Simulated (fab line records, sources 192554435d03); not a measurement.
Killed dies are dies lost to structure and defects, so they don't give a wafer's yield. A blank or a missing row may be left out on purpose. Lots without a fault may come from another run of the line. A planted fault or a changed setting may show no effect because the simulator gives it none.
Problem report in the 8D (eight disciplines) form, filled by code | flow n5_finfet | the parts of the form that need people (team, actions taken, sign-off) are left out

1. THE PROBLEM
killed_at_M0_to_M3 at N5_PASSIVATION_PROBE_49 reads a mean of 1112 on 5 wafers of 3 lots; wafers without a fault read 36 with a standard deviation of 9.5. That is +99 or more standard deviations from the usual mean.
First seen on wafer L776.5, day 14 21:10, on prober-02. The record holds 23 wafers of 8 lots with a number at this step. Rule for "out", or "out of limits": more than 4 standard deviations from the usual mean. The other wafers with a number count as sound.

2. WHAT IT IS AND WHAT IT IS NOT
question                    | is                                                                                                                     | is not
which readings at this step | killed_at_M0_to_M3, defect_limited_yield, killed_dies, killed_on_rim, sort_bin_5_function, sort_n_pass, sort_yield_pct | killed_at_M4_up, killed_at_contacts, killed_at_front_end, killed_at_other, killed_open, killed_short, sort_bin_6_memory
which lots                  | L775, L776, L777                                                                                                       | L769, L772, L786, L787, L788
which wafers of those lots  | L775.6, L776.5, L776.6, L777.5, L777.6                                                                                 | L775.1, L775.3, L776.2
read on which tools         | prober-01, prober-02                                                                                                   | -
when                        | from day 14 21:10                                                                                                      | up to then (7 sound wafers); but 11 sound wafers of L775, L786, L787, L788 came after

3. SUSPECTS, AND WHAT RULES EACH OUT
Counting: a tool at a process step up to the reading stays a suspect if it ran every lot that is out. Sound lots after the first of them don't rule it out here, since some wafers of a struck lot are sound.
- rie_diel-04 at N5_BEOL_M0_ETCH_109 (etches SiCN in CH3F/O2, target depth 8 nm, overetch 2.4 nm, time 27.4 s): kept. It ran every lot that is out, first L776 (day 8 01:15); its last sound lot up to then is L772 (day 7 15:59).
- pvd_sputter-03 at N5_PASSIVATION_SPUTTER_20 (material TaN, target thk 50 nm): kept. It ran every lot that is out and that the record shows at this step, first L776 (day 14 13:23); its last sound lot up to then is L769 (day 12 05:58). The record shows only 2 of the 3 lots at this step.
Left after counting: rie_diel-04 at N5_BEOL_M0_ETCH_109, pvd_sputter-03 at N5_PASSIVATION_SPUTTER_20.

4. THE CAUSE (what the simulator had put in)
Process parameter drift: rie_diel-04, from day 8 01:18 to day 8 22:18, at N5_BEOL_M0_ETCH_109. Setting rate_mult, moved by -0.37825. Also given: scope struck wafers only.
Counting left 2 suspects, and this tool is among them.

5. THE CHAIN OF EFFECTS, in route order
Each row: a reading whose mean over the struck wafers that have a number lies more than 3 standard deviations from the usual. Only readings for which the record gives a usual standard deviation are gone through. hours: the time from each lot's start at the first step in this table that gives one to its start at this step, as a median over the lots. sigmas: the change in usual standard deviations.
hours | step                    | reading              | usual  | on struck wafers | change | sigmas
0     | N5_PASSIVATION_PROBE_49 | defect_limited_yield | 91.0 % | 0.0              | -91.0  | -70
0     | N5_PASSIVATION_PROBE_49 | killed_at_M0_to_M3   | 36     | 1112             | +1076  | +99 or more
0     | N5_PASSIVATION_PROBE_49 | killed_dies          | 107    | 1180             | +1073  | +72
0     | N5_PASSIVATION_PROBE_49 | killed_on_rim        | 15     | 152              | +137   | +30
0     | N5_PASSIVATION_PROBE_49 | sort_bin_5_function  | 5.3 %  | 96.6             | +91.3  | +99 or more
0     | N5_PASSIVATION_PROBE_49 | sort_n_pass          | 1073   | 0                | -1073  | -72
0     | N5_PASSIVATION_PROBE_49 | sort_yield_pct       | 91.0 % | 0.0              | -91.0  | -70
The process steps in it:
- N5_PASSIVATION_PROBE_49

6. WHAT WOULD HAVE CAUGHT IT SOONER
In this record the first reading out of limits was taken at day 14 21:10, 164 hours after the fault began at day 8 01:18.
Of the tool readings at N5_BEOL_M0_ETCH_109 for which the record gives a usual standard deviation, none was out on any struck wafer, so an alarm limit of 4 standard deviations on them would not have fired.
All the lots that are out (3) had begun N5_BEOL_M0_ETCH_109 on rie_diel-04 by day 14 21:10. A hold on the tool at that time would have spared none of them.
